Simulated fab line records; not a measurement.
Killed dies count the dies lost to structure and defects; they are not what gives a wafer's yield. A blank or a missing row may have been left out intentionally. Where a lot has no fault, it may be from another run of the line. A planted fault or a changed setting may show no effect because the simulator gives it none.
Chamber matching || flow n5-finfet || ald-sin-01 running N5_FIN_SAQP_SPACER1_ALD_24: 4 sister chambers
The step deposits SiO2, target thk 20.3 nm, pulse time 1 s, purge time 2 s. 18 wafers are shown with their chamber, then 9 later ones without.

EACH WAFER AND ITS CHAMBER
{"wafer": "L077.1", "chamber": 1, "heater-power-w (W)": 554, "precursor-pulse-height-rel": 0.984}
{"wafer": "L077.2", "chamber": 2, "heater-power-w (W)": 386, "precursor-pulse-height-rel": 0.979}
{"wafer": "L077.3", "chamber": 0, "heater-power-w (W)": 547, "precursor-pulse-height-rel": 0.976}
{"wafer": "L077.4", "chamber": 3, "heater-power-w (W)": 426, "precursor-pulse-height-rel": 0.996}
{"wafer": "L077.5", "chamber": 2, "heater-power-w (W)": 386, "precursor-pulse-height-rel": 0.961}
{"wafer": "L077.6", "chamber": 1, "heater-power-w (W)": 556, "precursor-pulse-height-rel": 0.970}
{"wafer": "L080.1", "chamber": 3, "heater-power-w (W)": 419, "precursor-pulse-height-rel": 1.016}
{"wafer": "L080.3", "chamber": 1, "heater-power-w (W)": 549, "precursor-pulse-height-rel": 0.972}
{"wafer": "L080.5", "chamber": 0, "heater-power-w (W)": 541, "precursor-pulse-height-rel": 0.991}
{"wafer": "L081.2", "chamber": 3, "heater-power-w (W)": 426, "precursor-pulse-height-rel": 1.022}
{"wafer": "L081.3", "chamber": 0, "heater-power-w (W)": 544, "precursor-pulse-height-rel": 0.989}
{"wafer": "L081.6", "chamber": 1, "heater-power-w (W)": 560, "precursor-pulse-height-rel": 0.996}
{"wafer": "L083.3", "chamber": 0, "heater-power-w (W)": 544, "precursor-pulse-height-rel": 1.017}
{"wafer": "L083.5", "chamber": 0, "heater-power-w (W)": 540, "precursor-pulse-height-rel": 0.947}
{"wafer": "L083.6", "chamber": 3, "heater-power-w (W)": 419, "precursor-pulse-height-rel": 1.006}
{"wafer": "L085.3", "chamber": 3, "heater-power-w (W)": 428, "precursor-pulse-height-rel": 0.984}
{"wafer": "L085.4", "chamber": 2, "heater-power-w (W)": 382, "precursor-pulse-height-rel": 0.991}
{"wafer": "L085.6", "chamber": 1, "heater-power-w (W)": 566, "precursor-pulse-height-rel": 1.008}

SIGNATURES (means of the wafers above)
{"reading": "heater-power-w", "chamber 0": 543.20, "chamber 1": 557.00, "chamber 2": 384.67, "chamber 3": 423.60, "scatter within a chamber": 4.46}
{"reading": "precursor-pulse-height-rel", "chamber 0": 0.98400, "chamber 1": 0.98600, "chamber 2": 0.97700, "chamber 3": 1.00480, "scatter within a chamber": 0.0189}
Rule: a wafer lies at a distance from a chamber equal to the root of the sum of squares, over the readings, of (its reading less the chamber's mean, divided by the reading's scatter). If the next closest chamber is less than 2 further off than the closest, the wafer can't be placed; otherwise it belongs to the closest. The scatter is the square root of a quotient: the sum, over the shown wafers, of each reading's squared deviation from its chamber's mean, divided by wafers minus chambers.

WAFERS WHOSE CHAMBER IS MISSING
{"wafer": "L086.1", "heater-power-w (W)": 549, "precursor-pulse-height-rel": 1.017}
{"wafer": "L086.3", "heater-power-w (W)": 403, "precursor-pulse-height-rel": 0.980}
{"wafer": "L086.5", "heater-power-w (W)": 560, "precursor-pulse-height-rel": 0.972}
{"wafer": "L087.2", "heater-power-w (W)": 561, "precursor-pulse-height-rel": 0.997}
{"wafer": "L087.4", "heater-power-w (W)": 404, "precursor-pulse-height-rel": 0.999}
{"wafer": "L087.5", "heater-power-w (W)": 406, "precursor-pulse-height-rel": 0.958}
{"wafer": "L097.1", "heater-power-w (W)": 567, "precursor-pulse-height-rel": 1.000}
{"wafer": "L097.3", "heater-power-w (W)": 534, "precursor-pulse-height-rel": 1.026}
{"wafer": "L097.5", "heater-power-w (W)": 446, "precursor-pulse-height-rel": 1.001}

WHICH CHAMBER EACH ONE RAN IN
{"wafer": "L086.1", "from the rows above": "can't be placed: 0 or 1", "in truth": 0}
{"wafer": "L086.3", "from the rows above": "can't be placed: 2 or 3", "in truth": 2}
{"wafer": "L086.5", "from the rows above": 1, "in truth": 1}
{"wafer": "L087.2", "from the rows above": 1, "in truth": 1}
{"wafer": "L087.4", "from the rows above": "can't be placed: 3 or 2", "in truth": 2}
{"wafer": "L087.5", "from the rows above": "can't be placed: 3 or 2", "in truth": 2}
{"wafer": "L097.1", "from the rows above": 1, "in truth": 1}
{"wafer": "L097.3", "from the rows above": 0, "in truth": 0}
{"wafer": "L097.5", "from the rows above": 3, "in truth": 3}
5 of 9 placed correctly. From these rows, 4 cannot be placed; in 4 the true chamber is one of the candidates. Number placed wrongly: 0.
